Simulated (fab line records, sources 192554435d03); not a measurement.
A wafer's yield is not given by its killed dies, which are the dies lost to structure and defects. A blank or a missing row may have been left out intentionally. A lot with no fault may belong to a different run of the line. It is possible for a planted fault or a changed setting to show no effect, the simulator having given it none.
Lot-split experiment :: flow n5Finfet :: 7 lots, 21 wafers read, on a route of 1938 steps

## ABOUT THE SPLIT
At N5_BEOL_M4_COAT_05 (resist thk 30 nm), the setting spinRpm was moved away from the recipe's 1500 rpm on 5 of the 21 wafers read, by -9.5% to +9.9%. This setting was run at the recipe's value on the other wafers.

No step appears in the file between the split and the reading.

## THE READING
CAR-EUV_of_BEOL_M4_COAT_05.thkNm (the simulator's own value, which no gauge read), in nm, at N5_BEOL_M4_DESCUM_16 (chemistry O2, time 7 s). The file does not state a usual value for it. The 16 wafers here that ran the recipe average 26.0 nm, standard deviation 0.32 nm.

wafer: L081.2
tool, chamber at the split: lithoTrack-04, 0
spinRpm as run, rpm: 1500
against the recipe: recipe
CAR-EUV_of_BEOL_M4_COAT_05.thkNm, nm: 26
against lot-mates on the recipe: -

wafer: L081.4
tool, chamber at the split: lithoTrack-04, 0
spinRpm as run, rpm: 1500
against the recipe: recipe
CAR-EUV_of_BEOL_M4_COAT_05.thkNm, nm: 25.4
against lot-mates on the recipe: -

wafer: L081.5
tool, chamber at the split: lithoTrack-04, 0
spinRpm as run, rpm: 1648
against the recipe: +9.9%
CAR-EUV_of_BEOL_M4_COAT_05.thkNm, nm: 24.6
against lot-mates on the recipe: -1.1

wafer: L083.2
tool, chamber at the split: lithoTrack-04, 0
spinRpm as run, rpm: 1600
against the recipe: +6.7%
CAR-EUV_of_BEOL_M4_COAT_05.thkNm, nm: 25.6
against lot-mates on the recipe: -0.8

wafer: L083.3
tool, chamber at the split: lithoTrack-04, 0
spinRpm as run, rpm: 1500
against the recipe: recipe
CAR-EUV_of_BEOL_M4_COAT_05.thkNm, nm: 26.4
against lot-mates on the recipe: -

wafer: L083.6
tool, chamber at the split: lithoTrack-04, 0
spinRpm as run, rpm: 1600
against the recipe: +6.7%
CAR-EUV_of_BEOL_M4_COAT_05.thkNm, nm: 25.4
against lot-mates on the recipe: -1.0

wafer: L082.2
tool, chamber at the split: lithoTrack-04, 0
spinRpm as run, rpm: 1500
against the recipe: recipe
CAR-EUV_of_BEOL_M4_COAT_05.thkNm, nm: 26
against lot-mates on the recipe: -

wafer: L082.3
tool, chamber at the split: lithoTrack-04, 0
spinRpm as run, rpm: 1500
against the recipe: recipe
CAR-EUV_of_BEOL_M4_COAT_05.thkNm, nm: 26
against lot-mates on the recipe: -

wafer: L082.5
tool, chamber at the split: lithoTrack-04, 0
spinRpm as run, rpm: 1500
against the recipe: recipe
CAR-EUV_of_BEOL_M4_COAT_05.thkNm, nm: 26
against lot-mates on the recipe: -

wafer: L086.1
tool, chamber at the split: lithoTrack-04, 0
spinRpm as run, rpm: 1500
against the recipe: recipe
CAR-EUV_of_BEOL_M4_COAT_05.thkNm, nm: 25.4
against lot-mates on the recipe: -

wafer: L086.3
tool, chamber at the split: lithoTrack-04, 0
spinRpm as run, rpm: 1500
against the recipe: recipe
CAR-EUV_of_BEOL_M4_COAT_05.thkNm, nm: 25.4
against lot-mates on the recipe: -

wafer: L086.5
tool, chamber at the split: lithoTrack-04, 0
spinRpm as run, rpm: 1500
against the recipe: recipe
CAR-EUV_of_BEOL_M4_COAT_05.thkNm, nm: 26
against lot-mates on the recipe: -

wafer: L087.1
tool, chamber at the split: lithoTrack-04, 0
spinRpm as run, rpm: 1500
against the recipe: recipe
CAR-EUV_of_BEOL_M4_COAT_05.thkNm, nm: 26
against lot-mates on the recipe: -

wafer: L087.4
tool, chamber at the split: lithoTrack-04, 0
spinRpm as run, rpm: 1500
against the recipe: recipe
CAR-EUV_of_BEOL_M4_COAT_05.thkNm, nm: 26
against lot-mates on the recipe: -

wafer: L087.5
tool, chamber at the split: lithoTrack-04, 0
spinRpm as run, rpm: 1500
against the recipe: recipe
CAR-EUV_of_BEOL_M4_COAT_05.thkNm, nm: 26
against lot-mates on the recipe: -

wafer: L092.1
tool, chamber at the split: lithoTrack-01, 0
spinRpm as run, rpm: 1358
against the recipe: -9.5%
CAR-EUV_of_BEOL_M4_COAT_05.thkNm, nm: 27.8
against lot-mates on the recipe: +1.6

wafer: L092.2
tool, chamber at the split: lithoTrack-01, 0
spinRpm as run, rpm: 1358
against the recipe: -9.5%
CAR-EUV_of_BEOL_M4_COAT_05.thkNm, nm: 27.2
against lot-mates on the recipe: +1.0

wafer: L092.5
tool, chamber at the split: lithoTrack-01, 0
spinRpm as run, rpm: 1500
against the recipe: recipe
CAR-EUV_of_BEOL_M4_COAT_05.thkNm, nm: 26.2
against lot-mates on the recipe: -

wafer: L096.1
tool, chamber at the split: lithoTrack-04, 0
spinRpm as run, rpm: 1500
against the recipe: recipe
CAR-EUV_of_BEOL_M4_COAT_05.thkNm, nm: 26
against lot-mates on the recipe: -

wafer: L096.2
tool, chamber at the split: lithoTrack-04, 0
spinRpm as run, rpm: 1500
against the recipe: recipe
CAR-EUV_of_BEOL_M4_COAT_05.thkNm, nm: 26
against lot-mates on the recipe: -

wafer: L096.3
tool, chamber at the split: lithoTrack-04, 0
spinRpm as run, rpm: 1500
against the recipe: recipe
CAR-EUV_of_BEOL_M4_COAT_05.thkNm, nm: 26.6
against lot-mates on the recipe: -

THE FIT
A straight line over all 21 wafers: CAR-EUV_of_BEOL_M4_COAT_05.thkNm changes by -0.134 nm for each +1% of spinRpm; r = -0.86; the points scatter about the line by 0.34 nm.
The same after taking each lot's own level away (the mean of its wafers on the recipe; 21 wafers): -0.13 nm for each +1%; r = -0.93; scatter 0.22 nm.
Per that fit: largest spinRpm move, reading shift of 1.3 nm.
The lots' own levels span 25.60 to 26.40 nm, that is 2.5 times the standard deviation above.
Hence the lot-to-lot level has little effect on the slope; both slopes agree.
Check: for one of the wafers moved furthest among these (+9.9%), held out of the fit, the line's prediction against its lot-mates is -1.35 nm. Against them it came out at -1.1 nm.

## THE OTHER SPLITS THESE WAFERS WENT THROUGH
Note: prior to the reading, these wafers also went through further splits. Each is held against what the fit with the lots' levels taken away leaves over:
other split on the same wafers: N5_BEOL_M2_SPUTTER_94 timeS
wafers away from the commonest value: 9
r with CAR-EUV_of_BEOL_M4_COAT_05.thkNm (lot level and that fit taken away): +0.01

## THE WHOLE CHAIN: every reading that the file lists as answering this split, in the file's order
step: N5_BEOL_M4_COAT_05
what it does: resist thk 30 nm
reading: CAR-EUV_of_BEOL_M4_COAT_05.thkNm (the simulator's own value, which no gauge read)
change (the file's fit): -0.136 nm for each +1% of the setting
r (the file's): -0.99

step: N5_BEOL_M4_DESCUM_16
what it does: chemistry O2, time 7 s
reading: CAR-EUV_of_BEOL_M4_COAT_05.thkNm (the simulator's own value, which no gauge read)
change (the file's fit): -0.126 nm for each +1% of the setting
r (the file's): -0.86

step: N5_BEOL_M4_ETCH_74
what it does: etches underlayer in N2/H2, target depth 6.5 nm, time 5.2 s
reading: CAR-EUV_of_BEOL_M4_COAT_05.thkNm (the simulator's own value, which no gauge read)
change (the file's fit): -0.146 nm for each +1% of the setting, in a fit together with timeS@BEOL_M4_DESCUM_16
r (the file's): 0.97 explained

step: N5_BEOL_M4_ETCH_63
what it does: etches SiARC in CF4, target depth 15.6 nm, time 26 s
reading: CAR-EUV_of_BEOL_M4_COAT_05.thkNm (the simulator's own value, which no gauge read)
change (the file's fit): -0.146 nm for each +1% of the setting, in a fit together with timeS@BEOL_M4_DESCUM_16
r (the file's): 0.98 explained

## THE FILE'S OWN FIT
CAR-EUV_of_BEOL_M4_COAT_05.thkNm changes by -0.126 nm for each +1% of spinRpm, r = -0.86.
